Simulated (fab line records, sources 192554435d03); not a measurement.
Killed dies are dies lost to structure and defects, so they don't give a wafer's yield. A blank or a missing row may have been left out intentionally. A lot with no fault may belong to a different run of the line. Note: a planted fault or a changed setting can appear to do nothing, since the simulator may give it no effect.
What tool caused it? / flow n5Finfet / 10 lots, 30 wafers sampled, at 4 steps of a route of 1938

## WHAT THE GAUGES READ, wafer by wafer
N5_BEOL_M14_THK_MEAS_50: measures by xrf.
lot=L451; measured=day 11 14:34; on=filmMetro-02; M14_THK (nm)=547 549 553
lot=L455; measured=day 12 16:29; on=filmMetro-02; M14_THK (nm)=545 560 544
lot=L456; measured=day 13 00:57; on=filmMetro-01; M14_THK (nm)=550 538 543
lot=L458; measured=day 13 12:10; on=filmMetro-01; M14_THK (nm)=562 547 558
lot=L460; measured=day 14 08:36; on=filmMetro-02; M14_THK (nm)=545 547 579
lot=L459; measured=day 14 23:59; on=filmMetro-02; M14_THK (nm)=567 555 550
lot=L463; measured=day 15 13:12; on=filmMetro-02; M14_THK (nm)=558 551 593
lot=L468; measured=day 16 11:31; on=filmMetro-02; M14_THK (nm)=574 567 602
lot=L467; measured=day 17 01:06; on=filmMetro-01; M14_THK (nm)=587 566 584
lot=L470; measured=day 17 15:20; on=filmMetro-02; M14_THK (nm)=566 567 611

N5_BEOL_M14_RS_MEAS_54: measurement is done with a four-point probe.
lot=L451; measured=day 11 14:42; on=filmMetro-01; M14_RS (ohm/sq)=0.0347 0.0345 0.0343
lot=L455; measured=day 12 16:37; on=filmMetro-02; M14_RS (ohm/sq)=0.0342 0.0332 0.0342
lot=L456; measured=day 13 01:05; on=filmMetro-01; M14_RS (ohm/sq)=0.0344 0.0350 0.0345
lot=L458; measured=day 13 12:17; on=filmMetro-02; M14_RS (ohm/sq)=0.0334 0.0346 0.0335
lot=L460; measured=day 14 08:44; on=filmMetro-02; M14_RS (ohm/sq)=0.0344 0.0345 0.0322
lot=L459; measured=day 15 00:07; on=filmMetro-01; M14_RS (ohm/sq)=0.0331 0.0337 0.0341
lot=L463; measured=day 15 13:20; on=filmMetro-01; M14_RS (ohm/sq)=0.0338 0.0342 0.0318
lot=L468; measured=day 16 11:38; on=filmMetro-02; M14_RS (ohm/sq)=0.0330 0.0333 0.0311
lot=L467; measured=day 17 01:14; on=filmMetro-01; M14_RS (ohm/sq)=0.0325 0.0340 0.0326
lot=L470; measured=day 17 15:28; on=filmMetro-02; M14_RS (ohm/sq)=0.0334 0.0334 0.0310

N5_BEOL_M15_CD_MEAS_28: the cd target is 407.6 nm.
lot=L451; measured=day 11 16:54; on=cdSem-01; cdNm (nm)=406.8 408.8 408.0
lot=L455; measured=day 12 19:04; on=cdSem-01; cdNm (nm)=405.1 408.8 407.0
lot=L456; measured=day 13 03:46; on=cdSem-03; cdNm (nm)=409.2 408.5 410.3
lot=L458; measured=day 13 14:38; on=cdSem-02; cdNm (nm)=408.0 409.3 407.7
lot=L460; measured=day 14 10:56; on=cdSem-02; cdNm (nm)=411.7 410.4 408.9
lot=L459; measured=day 15 02:30; on=cdSem-01; cdNm (nm)=409.1 410.5 409.1
lot=L463; measured=day 15 15:32; on=cdSem-02; cdNm (nm)=408.9 410.6 411.1
lot=L468; measured=day 16 13:56; on=cdSem-02; cdNm (nm)=395.4 395.1 392.6
lot=L467; measured=day 17 04:11; on=cdSem-02; cdNm (nm)=408.4 404.8 407.4
lot=L470; measured=day 17 18:00; on=cdSem-03; cdNm (nm)=395.4 396.5 395.1

## TOOL THAT RAN EACH LOT (tool first, then ch and the chambers of the sampled wafers, then the start)
lot=L451; N5_BEOL_M15_EXPOSE_25=krfScanner-01 ch 0, day 11 16:44
lot=L455; N5_BEOL_M15_EXPOSE_25=krfScanner-02 ch 0, day 12 18:53
lot=L456; N5_BEOL_M15_EXPOSE_25=krfScanner-01 ch 0, day 13 03:35
lot=L458; N5_BEOL_M15_EXPOSE_25=krfScanner-02 ch 0, day 13 14:28
lot=L460; N5_BEOL_M15_EXPOSE_25=krfScanner-01 ch 0, day 14 10:46
lot=L459; N5_BEOL_M15_EXPOSE_25=krfScanner-02 ch 0, day 15 02:20
lot=L463; N5_BEOL_M15_EXPOSE_25=krfScanner-01 ch 0, day 15 15:22
lot=L468; N5_BEOL_M15_EXPOSE_25=krfScanner-01 ch 0, day 16 13:46
lot=L467; N5_BEOL_M15_EXPOSE_25=krfScanner-02 ch 0, day 17 04:00
lot=L470; N5_BEOL_M15_EXPOSE_25=krfScanner-01 ch 0, day 17 17:50
- N5_BEOL_M15_EXPOSE_25: exposes mask M15, target cd 400 nm.

## WHAT THE TOOLS THEMSELVES READ (means of the sampled wafers that have a number; where no wafer has one, the mark that the record gives instead)
N5_BEOL_M15_EXPOSE_25.
lot=L451 tool=krfScanner-01 exposureDoseMJCm2=35.47
lot=L455 tool=krfScanner-02 exposureDoseMJCm2=35.43
lot=L456 tool=krfScanner-01 exposureDoseMJCm2=35.45
lot=L458 tool=krfScanner-02 exposureDoseMJCm2=35.48
lot=L460 tool=krfScanner-01 exposureDoseMJCm2=35.51
lot=L459 tool=krfScanner-02 exposureDoseMJCm2=35.46
lot=L463 tool=krfScanner-01 exposureDoseMJCm2=35.43
lot=L468 tool=krfScanner-01 exposureDoseMJCm2=32.51
lot=L467 tool=krfScanner-02 exposureDoseMJCm2=35.52
lot=L470 tool=krfScanner-01 exposureDoseMJCm2=33.58

## THE ANSWER, worked out from the rows above alone
Rule: the usual values come from the lots themselves. Put in order of their means at a reading, lots are off if they are a third of the lots or fewer, leave a main group of 4 or more, and stand apart from it by a gap of 3 or more times the standard deviation of the main group's means; of several such gaps the widest counts. A main group is skipped when, at the precision printed for the reading in the tables above, its means are all equal. A lot without any number at a reading at which 4 lots or more have one is off too. The other lots that the step has rows for count as sound. Order of review: gauges by route order, followed by the tools' own readings, for which a lot's mean as printed above is used. The first step at which some lot is off is used, and at that step the reading that is off furthest; a lot without a number counts as furthest.
Off, at N5_BEOL_M15_CD_MEAS_28 on cdNm: L468, L470. Mean 408.7 nm and standard deviation 1.3 in the main group.
A tool fits if, at a process step before that reading, it ran every lot that is off, and no sound lot after the first of them. The gauges at N5_BEOL_M15_CD_MEAS_28 aren't tried: what is off there is off at N5_BEOL_M15_EXPOSE_25 too, on other tools, and a gauge's error can't cause that. One fits: N5_BEOL_M15_EXPOSE_25 on krfScanner-01. A fault onset in the window from L463 (day 15 15:22, its last sound lot) to L468 (day 16 13:46, its first lot off) fits.
The tool's own readings at N5_BEOL_M15_EXPOSE_25 bear it out: on the lots that are off they differ by more than 5 times the standard deviation of the sound lots' means. exposureDoseMJCm2 reads 33.05 there against 35.47 on the sound lots.

## WHAT HAD BEEN PUT IN BY THE SIMULATOR
Drift in process parameters on krfScanner-01 at N5_BEOL_M15_EXPOSE_25, starting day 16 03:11. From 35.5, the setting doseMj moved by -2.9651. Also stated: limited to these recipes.
Struck lots among those shown: L468, L470. The rule above found the same.
